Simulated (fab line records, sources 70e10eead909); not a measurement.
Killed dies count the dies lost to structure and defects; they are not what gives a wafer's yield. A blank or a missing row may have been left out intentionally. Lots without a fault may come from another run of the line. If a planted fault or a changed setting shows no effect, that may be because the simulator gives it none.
Code-filled problem report in 8D (eight disciplines) form	flow nandHarc	the parts of the form that need people (team, actions taken, sign-off) are left out

## 1. THE ISSUE
At NHARC_A_SGD_CUT_ETCH_59, runLengthS averages 450.6 s over 4 wafers from 3 lots, while fault-free wafers read 427.2 s, standard deviation 0.34. That puts it +69 standard deviations away from the usual mean.
The step: etches the open film in N2/H2, target depth 260 nm, time 406.25 s.
First seen on wafer L897.6, day 22 06:02, on rieDiel-08. The record has a number at this step for 36 wafers belonging to 12 lots. Rule for "out" (also "out of limits"): further than 4 standard deviations from the usual mean. The other wafers with a number count as sound.

## 2. WHAT IT IS, WHAT IT ISN'T
question	is	is not
which readings at this step	runLengthS	drypumpMotorCurrentA, n2FlowSccm, oesProductAu, rfVppV, showerheadPlenumPTorr
which lots	L897, L898, L899	L890, L891, L892, L893, L906, L908, L909, L910, L913
which wafers of those lots	L897.6, L898.4, L899.4, L899.6	L897.2, L897.3, L898.2, L898.3, L899.2
read on which tools	rieDiel-08	rieDiel-09, rieDiel-11
when	from day 22 06:02	up to then (14 sound wafers); but 18 sound wafers of L898, L899, L906, L908, L909, L910, L913 came after

## 3. WHAT RULES OUT EACH SUSPECT
Counting: if a tool at a process step up to the reading ran every lot that is out, it stays a suspect. Sound lots after the first of them don't rule it out here, since some wafers of a struck lot are sound.
- rieDiel-08 at NHARC_A_SGD_CUT_ETCH_59 (etches the open film in N2/H2, target depth 260 nm, time 406.25 s): kept. It processed each lot that is out (first: L897, day 22 06:02); up to then, its last sound lot is L893 (day 20 00:40). Out on those wafers are its own readings of runLengthS.
After counting, what remains is rieDiel-08 at NHARC_A_SGD_CUT_ETCH_59.

## 4. THE CAUSE (what the simulator had put in)
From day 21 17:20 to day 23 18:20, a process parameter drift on rieDiel-08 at NHARC_A_SGD_CUT_ETCH_59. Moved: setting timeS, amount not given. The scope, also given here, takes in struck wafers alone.
Counting left only this tool.

## 5. THE EFFECT CHAIN, in route order
Each row: a reading whose mean over the struck wafers that have a number lies more than 3 standard deviations from the usual. Only readings whose record carries a usual standard deviation are examined. hours: median over the lots of the time between each lot's start at the first step of this table that gives one and its start at this step. sigmas: the change, counted in usual standard deviations.
hours	step	reading	usual	on struck wafers	change	sigmas
0	NHARC_A_SGD_CUT_ETCH_59	runLengthS	427.2 s	450.6	+23.4	+69
Here are the process steps it includes:
- NHARC_A_SGD_CUT_ETCH_59: etches the open film in N2/H2, target depth 260 nm, time 406.25 s.

## 6. WHAT WOULD HAVE CAUGHT IT SOONER
13 hours passed between the start of the fault at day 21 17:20 and the first reading out of limits in this record, taken at day 22 06:02.
